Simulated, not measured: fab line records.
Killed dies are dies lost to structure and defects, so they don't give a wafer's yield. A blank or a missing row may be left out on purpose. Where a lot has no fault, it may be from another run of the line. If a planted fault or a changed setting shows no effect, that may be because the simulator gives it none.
Struck lot and sound lot, side by side :: flow n5_finfet :: 14 steps out of a route of 1938
Sound: these wafers, L808.1, L808.2, L808.3. The struck wafers were L810.2, L810.4, L810.6. The cause is given at the end.
For every step that has rows: the tool of each side, followed by ch and its chambers, followed by its first start. Under that, the readings that differ: sound wafers :: struck wafers :: difference of the means :: sigmas: that difference in standard deviations of wafers without a fault.
alike: readings whose means differ by less than 2 such deviations, and words and numbers that are the same on both sides. not compared: withheld readings, readings that some wafer has no value for, bounds like >300 that may hide the same value, and numbers for which the record gives no deviation and whose values overlap.
Wherever a step has rows on one side only, a row that says differs or no value, or a row with sigmas, the two part there. Numbers that don't overlap but have no deviation are shown without sigmas and don't part them. A reading that every wafer of one side lacks parts them only if that side has two wafers or more.

N5_BEOL_M5_INSPECT_58: inspects for defects (darkfield).
  struck on defect_inspect-02, day 10 16:59; sound on defect_inspect-01, day 10 08:15
  alike: raw_defect_count
N5_BEOL_M6_ILD_DEP_00: deposits SiCOH lowk from DEMS/porogen, target thk 179.75 nm, time 33.4 s.
  sound on pecvd-01 ch 0,1,2, day 10 08:17; struck on pecvd-04 ch 0,1,2, day 10 17:02
  alike: heater_power_w, showerhead_plenum_p_Torr, susceptor_temp_C, throttle_valve_pct
N5_BEOL_M6_CURE_74: cures SiCOH lowk, time 240 s.
  sound on uv_cure-01 ch 2, day 10 08:34; struck on uv_cure-03 ch 2, day 10 17:10
  alike: lamp_power_pct, wafer_temp_C_max
N5_BEOL_M6_THK_MEAS_01:
  struck on film_metro-01, day 10 17:36; sound on film_metro-01, day 10 09:05
  alike: M6_ILD_THK
N5_BEOL_M6_PECVD_70: deposits SiO2 from TEOS/O2, target thk 20 nm, time 22.7 s.
  sound on pecvd-02 ch 0,1, day 10 09:07; struck on pecvd-01 ch 0,2, day 10 17:38
  alike: heater_power_w, showerhead_plenum_p_Torr, susceptor_temp_C, throttle_valve_pct
N5_BEOL_M6_HM_DEP_02: deposits TiN, target thk 20 nm.
  struck on pvd_sputter-02, day 10 19:00; sound on pvd_sputter-03, day 10 10:31
  alike: susceptor_temp_C, throttle_valve_pct
then, 6 steps without rows for these wafers: N5_BEOL_M6_COAT_59 (time 60 s, resist thk 100 nm); N5_BEOL_M6_COAT_60 (time 60 s, resist thk 35 nm); N5_BEOL_M6_COAT_05 (resist thk 90 nm); N5_BEOL_M6_EBR_07; N5_BEOL_M6_SOFTBAKE_06 (time 60 s); N5_BEOL_M6_EXPOSE_08 (exposes mask M6).
N5_BEOL_M6_PEB_09: peb time 60 s.
  struck on litho_track-03, day 10 19:19; sound on litho_track-03 ch 0, day 10 10:49
  no value came back on the struck wafers for chill_plate_temp_C (C), exhaust_pa (Pa); on the sound wafers chill_plate_temp_C (C) reads 22.86 23.00 22.85
then, 1 step without rows for these wafers: N5_BEOL_M6_DEVELOP_10 (develop time 30 s).

== WHERE THEY PART ==
Only at N5_BEOL_M6_PEB_09, as far as this record shows.

WHY: whatever the simulator had introduced
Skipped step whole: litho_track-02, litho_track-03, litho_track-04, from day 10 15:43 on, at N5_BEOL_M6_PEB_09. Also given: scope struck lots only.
